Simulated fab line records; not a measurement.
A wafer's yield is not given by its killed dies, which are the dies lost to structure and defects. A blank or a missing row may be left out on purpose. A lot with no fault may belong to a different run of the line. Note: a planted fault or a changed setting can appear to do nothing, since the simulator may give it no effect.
fab line records    flow n5_finfet
[record] lots = 24  wafers = 72  last_day = 18
route steps=1938 shown BEOL_M1@764
lots that met no fault: taken from a fault-free run of the same line
start_h: start of the lot's first displayed wafer, in hours after the record's first day    wait_h: how many hours have passed since the lot's step before this one    " the same as in the row above    L1.1+2: one row covering several wafers at once    - either no value or no given start    * or withheld: withheld    < > ~ a bound
route shown NAME@n: names a module that has steps shown in the file, with the first one's number in the route    usual: mean/standard deviation taken from wafers without a fault    same: alike in all rows    chamber/n: place in a boat    sites: readings site by site    _std_site: standard deviation across them    _edge_site: the outer-site mean with the inner-site mean subtracted    radius_mm: for every site, how far away it sits from the centre of the wafer    mask NAME#n: copy n    behind: tool/chamber where the wafer was last shaped    hold: the reason the lot was held/the length of the hold in hours/how it ended    device: transistor that didn't switch, given as n, p or np    end of line: at the end of the route, the tests of the same wafers    where a step has no rows: the recipe by itself    killed: dies that structure and defects cost at the first sort, which is not the same as the wafer's yield    map: the dies of a wafer, with x for killed, . for not killed, _ for no die there
set.NAME: setting as actually run; set.NAME@STEP: the setting as run at that earlier step    model.NAME: the simulator's own value behind a step, which no gauge read
route steps across a sampled set of lots; one table per step, one row per wafer
services: from which hour (start_h, from the record's first day; less than 0 if before it) a tool's chamber was out of use, for how many hours, and why
[[steps]]
[step N5_BEOL_M1_CD_MEAS_11]
[recipe] target_cd_nm = 17.05  landing_energy_ev = 500  detector = se_inlens  polarity = opening
[usual] cd_nm = 17.03/0.29
lot.wafer  tool       chamber  start_h  wait_h  cd_nm
L074.2     cd_sem-03  0        122.17   -       17.18
L074.3     "          0        "        "       16.75
L074.6     "          0        "        "       16.73
L075.1     cd_sem-01  0        124.41   -       16.93
L075.3     "          0        "        "       17.14
L075.5     "          0        "        "       16.81
L076.2     cd_sem-02  0        137.31   -       17.07
L076.5     "          0        "        "       16.97
L076.6     "          0        "        "       16.66
L077.2     cd_sem-03  0        137.61   -       17.34
L077.3     "          0        "        "       16.99
L077.6     "          0        "        "       17.13
L078.2     cd_sem-03  0        142.48   -       16.69
L078.3     "          0        "        "       16.57
L078.6     "          0        "        "       16.94
L079.1     cd_sem-02  0        151.66   -       16.95
L079.2     "          0        "        "       16.89
L079.5     "          0        "        "       17.20
L080.1     cd_sem-03  0        162.61   -       16.91
L080.4     "          0        "        "       17.21
L080.5     "          0        "        "       16.83
L081.3     cd_sem-02  0        167.15   -       17.22
L081.4     "          0        "        "       17.23
L081.6     "          0        "        "       17.27
L082.1     cd_sem-03  0        170.66   -       16.74
L082.2     "          0        "        "       17.16
L082.4     "          0        "        "       16.96
L083.1     cd_sem-01  0        173.50   -       16.54
L083.3     "          0        "        "       16.81
L083.5     "          0        "        "       16.69
L084.3     cd_sem-03  0        180.04   -       17.51
L084.4     "          0        "        "       17.19
L084.6     "          0        "        "       17.42
L085.3     cd_sem-02  0        185.01   -       17.30
L085.5     "          0        "        "       16.69
L085.6     "          0        "        "       16.92
L086.1     cd_sem-03  0        196.24   -       17.00
L086.3     "          0        "        "       16.86
L086.4     "          0        "        "       16.87
L087.3     cd_sem-01  0        204.94   -       16.52
L087.4     "          0        "        "       16.96
L087.5     "          0        "        "       16.95
L088.1     cd_sem-03  0        208.97   -       17.42
L088.3     "          0        "        "       17.02
L088.4     "          0        "        "       16.94
L089.2     cd_sem-03  0        217.62   -       17.23
L089.4     "          0        "        "       16.99
L089.5     "          0        "        "       16.75
L090.1     cd_sem-02  0        218.71   -       17.03
L090.3     "          0        "        "       17.34
L090.5     "          0        "        "       17.27
L091.3     cd_sem-03  0        228.35   -       16.57
L091.5     "          0        "        "       16.45
L091.6     "          0        "        "       16.78
L093.2     cd_sem-01  0        237.15   -       16.96
L093.4     "          0        "        "       17.01
L093.6     "          0        "        "       17.11
L092.1     cd_sem-01  0        243.32   -       17.09
L092.2     "          0        "        "       17.39
L092.3     "          0        "        "       17.37
L094.3     cd_sem-03  0        246.93   -       17.30
L094.5     "          0        "        "       17.20
L094.6     "          0        "        "       17.21
L095.1     cd_sem-01  0        249.62   -       17.17
L095.3     "          0        "        "       17.62
L095.6     "          0        "        "       17.15
L096.1     cd_sem-03  0        259.11   -       16.78
L096.4     "          0        "        "       16.75
L096.5     "          0        "        "       16.72
L097.1     cd_sem-02  0        259.51   -       16.86
L097.3     "          0        "        "       16.80
L097.6     "          0        "        "       16.87
[step N5_BEOL_M1_OVL_MEAS_29]
[recipe] points_per_wafer = 522
[usual] V0_OVL = -0.5/0.66
lot.wafer  tool        chamber  start_h  wait_h  V0_OVL[nm]
L074.2     overlay-02  0        123.12   0.0     -0.2
L074.3     "           0        "        "       -0.4
L074.6     "           0        "        "       -0.2
L075.1     overlay-01  0        125.60   0.0     0.2
L075.3     "           0        "        "       -0.5
L075.5     "           0        "        "       0.6
L076.2     overlay-02  0        138.46   0.0     -1.2
L076.5     "           0        "        "       0.1
L076.6     "           0        "        "       -1.6
L077.2     overlay-02  0        138.76   0.0     -1.2
L077.3     "           0        "        "       -0.3
L077.6     "           0        "        "       -0.7
L078.2     overlay-01  0        143.51   0.0     -0.8
L078.3     "           0        "        "       -0.9
L078.6     "           0        "        "       -0.2
L079.1     overlay-01  0        152.66   0.0     -0.1
L079.2     "           0        "        "       -0.7
L079.5     "           0        "        "       -0.7
L080.1     overlay-02  0        163.75   0.0     -2.3
L080.4     "           0        "        "       -1.2
L080.5     "           0        "        "       -1.4
L081.3     overlay-02  0        168.29   0.0     -1.1
L081.4     "           0        "        "       -1.5
L081.6     "           0        "        "       -1.0
L082.1     overlay-01  0        171.56   0.0     0.2
L082.2     "           0        "        "       -0.4
L082.4     "           0        "        "       -0.1
L083.1     overlay-02  0        175.11   0.0     -2.0
L083.3     "           0        "        "       -1.8
L083.5     "           0        "        "       -1.1
L084.3     overlay-02  0        181.08   0.0     -0.5
L084.4     "           0        "        "       -0.1
L084.6     "           0        "        "       -0.1
L085.3     overlay-01  0        186.04   0.0     -0.4
L085.5     "           0        "        "       -1.1
L085.6     "           0        "        "       -0.9
L086.1     overlay-01  0        197.27   0.0     0.5
L086.3     "           0        "        "       -0.6
L086.4     "           0        "        "       -2.0
L087.3     overlay-01  0        205.98   0.0     -0.1
L087.4     "           0        "        "       -0.1
L087.5     "           0        "        "       0.0
L088.1     overlay-01  0        209.87   0.0     0.1
L088.3     "           0        "        "       -0.8
L088.4     "           0        "        "       -1.0
L089.2     overlay-01  0        218.65   0.0     -0.1
L089.4     "           0        "        "       0.2
L089.5     "           0        "        "       0.3
L090.1     overlay-01  0        219.84   0.0     -0.8
L090.3     "           0        "        "       0.3
L090.5     "           0        "        "       -1.0
L091.3     overlay-01  0        229.40   0.0     -0.8
L091.5     "           0        "        "       -1.0
L091.6     "           0        "        "       -0.5
L093.2     overlay-01  0        238.06   0.0     -0.8
L093.4     "           0        "        "       -0.3
L093.6     "           0        "        "       -1.4
L092.1     overlay-02  0        244.22   0.0     0.4
L092.2     "           0        "        "       -0.3
L092.3     "           0        "        "       0.3
L094.3     overlay-01  0        248.35   0.0     -0.8
L094.5     "           0        "        "       -1.9
L094.6     "           0        "        "       -0.2
L095.1     overlay-02  0        250.74   0.0     -0.1
L095.3     "           0        "        "       -0.5
L095.6     "           0        "        "       -0.3
L096.1     overlay-02  0        260.47   0.0     0.2
L096.4     "           0        "        "       -0.3
L096.5     "           0        "        "       0.4
L097.1     overlay-01  0        260.64   0.0     0.9
L097.3     "           0        "        "       0.8
L097.6     "           0        "        "       0.4
[step N5_BEOL_M1_INSPECT_30]
[recipe] mode = adi  inspect_instrument = brightfield
[usual] raw_defect_count = 412/95
lot.wafer  tool               chamber  start_h  wait_h  raw_defect_count
L074.2     defect_inspect-01  -        123.18   0.0     420
L074.3     "                  -        "        "       434
L074.6     "                  -        "        "       367
L075.1     defect_inspect-02  -        125.66   0.1     377
L075.3     "                  -        "        "       494
L075.5     "                  -        "        "       393
L076.2     defect_inspect-02  -        138.52   0.0     431
L076.5     "                  -        "        "       345
L076.6     "                  -        "        "       299
L077.2     defect_inspect-01  -        138.81   0.0     441
L077.3     "                  -        "        "       343
L077.6     "                  -        "        "       326
L078.2     defect_inspect-01  -        143.56   0.0     395
L078.3     "                  -        "        "       442
L078.6     "                  -        "        "       249
L079.1     defect_inspect-01  -        152.72   0.1     628
L079.2     "                  -        "        "       476
L079.5     "                  -        "        "       481
L080.1     defect_inspect-01  -        163.81   0.1     610
L080.4     "                  -        "        "       410
L080.5     "                  -        "        "       475
L081.3     defect_inspect-02  -        168.34   0.1     512
L081.4     "                  -        "        "       645
L081.6     "                  -        "        "       555
L082.1     defect_inspect-01  -        171.62   0.1     410
L082.2     "                  -        "        "       575
L082.4     "                  -        "        "       435
L083.1     defect_inspect-02  -        175.17   0.1     366
L083.3     "                  -        "        "       261
L083.5     "                  -        "        "       415
L084.3     defect_inspect-01  -        181.12   0.0     351
L084.4     "                  -        "        "       464
L084.6     "                  -        "        "       412
L085.3     defect_inspect-01  -        186.09   0.0     365
L085.5     "                  -        "        "       342
L085.6     "                  -        "        "       660
L086.1     defect_inspect-01  -        197.32   0.1     380
L086.3     "                  -        "        "       530
L086.4     "                  -        "        "       443
L087.3     defect_inspect-01  -        206.03   0.0     342
L087.4     "                  -        "        "       402
L087.5     "                  -        "        "       374
L088.1     defect_inspect-01  -        209.93   0.1     438
L088.3     "                  -        "        "       353
L088.4     "                  -        "        "       351
L089.2     defect_inspect-02  -        218.70   0.1     380
L089.4     "                  -        "        "       425
L089.5     "                  -        "        "       448
L090.1     defect_inspect-02  -        219.89   0.1     378
L090.3     "                  -        "        "       390
L090.5     "                  -        "        "       330
L091.3     defect_inspect-02  -        229.44   0.0     253
L091.5     "                  -        "        "       333
L091.6     "                  -        "        "       393
L093.2     defect_inspect-02  -        238.11   0.0     507
L093.4     "                  -        "        "       486
L093.6     "                  -        "        "       508
L092.1     defect_inspect-02  -        244.28   0.1     346
L092.2     "                  -        "        "       351
L092.3     "                  -        "        "       248
L094.3     defect_inspect-02  -        248.41   0.1     421
L094.5     "                  -        "        "       558
L094.6     "                  -        "        "       429
L095.1     defect_inspect-01  -        250.81   0.1     399
L095.3     "                  -        "        "       463
L095.6     "                  -        "        "       385
L096.1     defect_inspect-01  -        260.53   0.1     413
L096.4     "                  -        "        "       461
L096.5     "                  -        "        "       335
L097.1     defect_inspect-01  -        260.70   0.1     315
L097.3     "                  -        "        "       473
L097.6     "                  -        "        "       462
[step N5_BEOL_M1_ALD_84]
[recipe] material = TaN  target_thk_a = *  temp_c = 275  ald_precursor_family = PDMAT  ald_co_reactant = NH3  pressure_torr = 3  carrier_flow_sccm = 1500  pulse_time_s = 2  purge_time_s = 3  co_reactant_purge_time_s = 2  co_reactant_pulse_time_s = 3  ald_cycles = 30  precursor_vessel_temp_c = 75  precursor_vessel_pressure_torr = 26.25  precursor_vessel_carrier_sccm = 1000
[usual] heater_power_w = 411/35
[same] purge_time_s = 3
lot.wafer  tool          chamber  start_h  wait_h  heater_power_w
L074.2     ald_metal-03  3        124.98   0.0     363
L074.3     "             2        "        "       451
L074.6     "             0        "        "       366
L075.1     ald_metal-03  3        129.81   0.0     371
L075.3     "             2        "        "       446
L075.5     "             2        "        "       447
L076.2     ald_metal-03  0        142.82   0.0     349
L076.5     "             0        "        "       363
L076.6     "             1        "        "       432
L077.2     ald_metal-03  2        146.13   0.1     443
L077.3     "             1        "        "       433
L077.6     "             1        "        "       436
L078.2     ald_metal-02  2        147.55   0.0     426
L078.3     "             1        "        "       434
L078.6     "             0        "        "       423
L079.1     ald_metal-02  2        154.71   0.1     413
L079.2     "             3        "        "       413
L079.5     "             0        "        "       427
L080.1     ald_metal-02  0        164.88   0.0     420
L080.4     "             1        "        "       445
L080.5     "             0        "        "       430
L081.3     ald_metal-04  0        170.19   0.1     408
L081.4     "             3        "        "       378
L081.6     "             2        "        "       436
L082.1     ald_metal-02  0        176.58   0.1     417
L082.2     "             2        "        "       414
L082.4     "             1        "        "       446
L083.1     ald_metal-03  3        181.76   0.0     367
L083.3     "             2        "        "       449
L083.5     "             0        "        "       355
L084.3     ald_metal-03  3        182.63   0.2     357
L084.4     "             0        "        "       365
L084.6     "             3        "        "       356
L085.3     ald_metal-03  0        188.94   0.0     350
L085.5     "             2        "        "       457
L085.6     "             3        "        "       356
L086.1     ald_metal-03  0        204.72   0.0     370
L086.3     "             2        "        "       449
L086.4     "             3        "        "       360
L087.3     ald_metal-03  1        208.84   0.0     427
L087.4     "             2        "        "       454
L087.5     "             1        "        "       444
L088.1     ald_metal-04  3        213.76   0.0     386
L088.3     "             2        "        "       432
L088.4     "             1        "        "       447
L089.2     ald_metal-03  0        231.29   0.1     363
L089.4     "             1        "        "       448
L089.5     "             2        "        "       462
L090.1     ald_metal-04  2        233.98   0.0     435
L090.3     "             3        "        "       376
L090.5     "             0        "        "       399
L091.3     ald_metal-04  3        235.43   0.1     366
L091.5     "             1        "        "       448
L091.6     "             2        "        "       434
L093.2     ald_metal-03  3        243.14   0.0     357
L093.4     "             2        "        "       466
L093.6     "             0        "        "       358
L092.1     ald_metal-04  3        246.26   0.0     374
L092.2     "             1        "        "       444
L092.3     "             2        "        "       439
L094.3     ald_metal-02  3        250.68   0.0     405
L094.5     "             3        "        "       407
L094.6     "             2        "        "       414
L095.1     ald_metal-02  1        254.34   0.0     434
L095.3     "             0        "        "       425
L095.6     "             1        "        "       426
L096.1     ald_metal-04  2        267.84   0.1     438
L096.4     "             3        "        "       371
L096.5     "             0        "        "       399
L097.1     ald_metal-02  3        267.92   0.1     412
L097.3     "             2        "        "       428
L097.6     "             1        "        "       455
[step N5_BEOL_M1_SPUTTER_94]
[recipe] material = Cu  target_thk_a = 45  temp_c = -20  chamber_pressure_pa = 0.07  power_w = withheld  time_s = 8.29
[usual] chuck_gas_flow_sccm = 1.26/0.054  throttle_valve_pct = 30.1/0.72
lot.wafer  tool            chamber  start_h  wait_h  chuck_gas_flow_sccm  throttle_valve_pct
L074.2     pvd_sputter-01  -        128.99   0.1     1.32                 30.8
L074.3     "               -        "        "       1.29                 31.1
L074.6     "               -        "        "       1.19                 30.6
L075.1     pvd_sputter-01  -        132.12   0.1     1.24                 29.2
L075.3     "               -        "        "       1.14                 30.8
L075.5     "               -        "        "       1.31                 30.8
L076.2     pvd_sputter-03  -        145.31   0.1     1.31                 31.0
L076.5     "               -        "        "       1.27                 28.9
L076.6     "               -        "        "       1.25                 29.9
L077.2     pvd_sputter-01  -        148.73   0.1     1.30                 28.9
L077.3     "               -        "        "       1.17                 31.0
L077.6     "               -        "        "       1.26                 29.4
L078.2     pvd_sputter-03  -        149.68   0.1     1.37                 29.3
L078.3     "               -        "        "       1.19                 30.0
L078.6     "               -        "        "       1.28                 30.8
L079.1     pvd_sputter-02  -        156.82   0.1     1.23                 30.8
L079.2     "               -        "        "       1.26                 30.0
L079.5     "               -        "        "       1.31                 30.7
L080.1     pvd_sputter-03  -        167.00   0.1     1.22                 30.1
L080.4     "               -        "        "       1.36                 29.4
L080.5     "               -        "        "       1.34                 29.8
L081.3     pvd_sputter-03  -        172.68   0.1     1.35                 30.1
L081.4     "               -        "        "       1.28                 30.7
L081.6     "               -        "        "       1.22                 29.9
L082.1     pvd_sputter-02  -        179.08   0.1     1.33                 30.6
L082.2     "               -        "        "       1.29                 30.2
L082.4     "               -        "        "       1.28                 29.8
L083.1     pvd_sputter-02  -        183.77   0.1     1.21                 30.0
L083.3     "               -        "        "       1.17                 30.7
L083.5     "               -        "        "       1.29                 30.5
L084.3     pvd_sputter-02  -        185.61   0.1     1.29                 29.9
L084.4     "               -        "        "       1.24                 30.8
L084.6     "               -        "        "       1.33                 29.9
L085.3     pvd_sputter-03  -        190.92   0.1     1.22                 29.3
L085.5     "               -        "        "       1.27                 29.8
L085.6     "               -        "        "       1.27                 30.9
L086.1     pvd_sputter-01  -        206.82   0.1     1.28                 29.3
L086.3     "               -        "        "       1.19                 30.7
L086.4     "               -        "        "       1.26                 31.0
L087.3     pvd_sputter-02  -        211.15   0.1     1.24                 30.7
L087.4     "               -        "        "       1.24                 29.7
L087.5     "               -        "        "       1.33                 30.8
L088.1     pvd_sputter-03  -        215.75   0.1     1.27                 30.2
L088.3     "               -        "        "       1.34                 30.7
L088.4     "               -        "        "       1.20                 28.8
L089.2     pvd_sputter-02  -        233.58   0.1     1.22                 30.7
L089.4     "               -        "        "       1.25                 29.5
L089.5     "               -        "        "       1.32                 30.0
L090.1     pvd_sputter-01  -        236.08   0.1     1.30                 30.7
L090.3     "               -        "        "       1.17                 30.8
L090.5     "               -        "        "       1.20                 30.9
L091.3     pvd_sputter-02  -        237.64   0.1     1.32                 29.6
L091.5     "               -        "        "       1.25                 30.9
L091.6     "               -        "        "       1.34                 30.6
L093.2     pvd_sputter-03  -        245.33   0.1     1.19                 29.5
L093.4     "               -        "        "       1.23                 29.8
L093.6     "               -        "        "       1.30                 29.4
L092.1     pvd_sputter-02  -        248.54   0.1     1.20                 30.9
L092.2     "               -        "        "       1.27                 29.7
L092.3     "               -        "        "       1.30                 30.8
L094.3     pvd_sputter-02  -        253.22   0.1     1.21                 30.1
L094.5     "               -        "        "       1.22                 30.5
L094.6     "               -        "        "       1.30                 29.8
L095.1     pvd_sputter-03  -        256.38   0.1     1.31                 29.3
L095.3     "               -        "        "       1.30                 31.0
L095.6     "               -        "        "       1.31                 30.9
L097.1     pvd_sputter-02  -        270.23   0.1     1.28                 30.5
L097.3     "               -        "        "       1.21                 29.7
L097.6     "               -        "        "       1.21                 30.2
L096.1     pvd_sputter-01  -        270.64   0.1     1.23                 30.9
L096.4     "               -        "        "       1.24                 31.0
L096.5     "               -        "        "       1.32                 31.2
[step N5_BEOL_M1_ANNEAL_95]
[recipe] temp_c = 400  time_s = 240  ambient = vacuum
[usual] heater_power_w = 826/81
lot.wafer  tool            chamber  start_h  wait_h  heater_power_w
L074.2     pvd_sputter-01  -        129.07   0.0     697
L074.3     "               -        "        "       851
L074.6     "               -        "        "       673
L075.1     pvd_sputter-01  -        132.20   0.0     857
L075.3     "               -        "        "       711
L075.5     "               -        "        "       697
L076.2     pvd_sputter-03  -        145.39   0.0     767
L076.5     "               -        "        "       886
L076.6     "               -        "        "       781
L077.2     pvd_sputter-01  -        148.81   0.0     879
L077.3     "               -        "        "       679
L077.6     "               -        "        "       896
L078.2     pvd_sputter-03  -        149.76   0.0     919
L078.3     "               -        "        "       766
L078.6     "               -        "        "       758
L079.1     pvd_sputter-02  -        156.90   0.0     798
L079.2     "               -        "        "       955
L079.5     "               -        "        "       783
L080.1     pvd_sputter-03  -        167.08   0.0     803
L080.4     "               -        "        "       891
L080.5     "               -        "        "       793
L081.3     pvd_sputter-03  -        172.76   0.0     787
L081.4     "               -        "        "       772
L081.6     "               -        "        "       794
L082.1     pvd_sputter-02  -        179.16   0.0     814
L082.2     "               -        "        "       806
L082.4     "               -        "        "       973
L083.1     pvd_sputter-02  -        183.85   0.0     985
L083.3     "               -        "        "       800
L083.5     "               -        "        "       824
L084.3     pvd_sputter-02  -        185.69   0.0     965
L084.4     "               -        "        "       809
L084.6     "               -        "        "       805
L085.3     pvd_sputter-03  -        191.00   0.0     939
L085.5     "               -        "        "       775
L085.6     "               -        "        "       729
L086.1     pvd_sputter-01  -        206.90   0.0     868
L086.3     "               -        "        "       876
L086.4     "               -        "        "       699
L087.3     pvd_sputter-02  -        211.23   0.0     807
L087.4     "               -        "        "       973
L087.5     "               -        "        "       801
L088.1     pvd_sputter-03  -        215.83   0.0     794
L088.3     "               -        "        "       768
L088.4     "               -        "        "       909
L089.2     pvd_sputter-02  -        233.66   0.0     794
L089.4     "               -        "        "       816
L089.5     "               -        "        "       971
L090.1     pvd_sputter-01  -        236.16   0.0     688
L090.3     "               -        "        "       880
L090.5     "               -        "        "       697
L091.3     pvd_sputter-02  -        237.72   0.0     815
L091.5     "               -        "        "       792
L091.6     "               -        "        "       775
L093.2     pvd_sputter-03  -        245.41   0.0     913
L093.4     "               -        "        "       781
L093.6     "               -        "        "       903
L092.1     pvd_sputter-02  -        248.62   0.0     799
L092.2     "               -        "        "       1004
L092.3     "               -        "        "       805
L094.3     pvd_sputter-02  -        253.30   0.0     989
L094.5     "               -        "        "       784
L094.6     "               -        "        "       970
L095.1     pvd_sputter-03  -        256.46   0.0     899
L095.3     "               -        "        "       736
L095.6     "               -        "        "       755
L097.1     pvd_sputter-02  -        270.31   0.0     815
L097.3     "               -        "        "       820
L097.6     "               -        "        "       967
L096.1     pvd_sputter-01  -        270.74   0.0     716
L096.4     "               -        "        "       860
L096.5     "               -        "        "       690
[[services]]
tool            chamber  start_h  hours  kind
pvd_sputter-03  -        102.99   3.6    repair
ald_metal-03    1        110.19   22.9   repair
ald_metal-02    -        134.17   0.4    repair
ald_metal-04    -        135.80   14.6   pm
ald_metal-02    1        150.83   3.9    repair
pvd_sputter-02  -        151.48   2.4    repair
ald_metal-04    -        153.92   8.7    pm
ald_metal-03    1        168.63   -      calibration
ald_metal-04    -        180.21   2.8    pm
ald_metal-03    2        230.21   -      calibration
ald_metal-03    -        255.20   1.3    repair
ald_metal-04    1        258.48   25.7   repair
ald_metal-03    -        264.74   14.6   pm
[[key]]
fault none
